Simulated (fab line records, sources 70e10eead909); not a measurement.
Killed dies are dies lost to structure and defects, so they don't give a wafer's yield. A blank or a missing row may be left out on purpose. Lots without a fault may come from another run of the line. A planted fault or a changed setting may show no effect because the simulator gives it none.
Chamber matching | flow nand_harc | NHARC_A_STAIRCASE_DEP_151 on pecvd-03: 3 sister chambers
The step deposits SiO2, target thk 3800 nm. 6 wafers are shown with their chamber, then 7 later ones without.

WAFERS WITH THEIR CHAMBER
wafer  | chamber | heater_power_w (W)
L745.1 | 0       | 645
L745.2 | 2       | 1033
L748.3 | 2       | 881
L748.6 | 1       | 578
L749.2 | 1       | 612
L749.3 | 0       | 582

WAFERS WITHOUT THEIR CHAMBER
wafer  | heater_power_w (W)
L749.5 | 521
L752.3 | 699
L752.5 | 536
L752.6 | 837
L753.2 | 643
L753.5 | 557
L753.6 | 863

WHICH CHAMBER EACH WENT THROUGH
wafer  | from the rows above          | in truth
L749.5 | can't be placed: 1 or 0      | 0
L752.3 | can't be placed: 0 or 1      | 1
L752.5 | can't be placed: 1 or 0      | 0
L752.6 | can't be placed: 2 or 0 or 1 | 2
L753.2 | can't be placed: 0 or 1      | 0
L753.5 | can't be placed: 1 or 0      | 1
L753.6 | 2                            | 2
Placed correctly: 1 of 7. Can't be placed from these rows: 6 (the true chamber is among the candidates in 6). Placed wrongly: 0.
How it was worked out, from the rows above alone: a wafer's distance from a chamber is the root of the sum, over the readings, of the square of ((its reading less the chamber's mean) divided by the reading's scatter). The wafer belongs to the nearest chamber; if the next one is less than 2 further off, it can't be placed. A chamber's mean is the mean of its shown wafers. The scatter: the root of (the sum of the squares of (reading less its chamber's mean) over the shown wafers, divided by (wafers less chambers)).
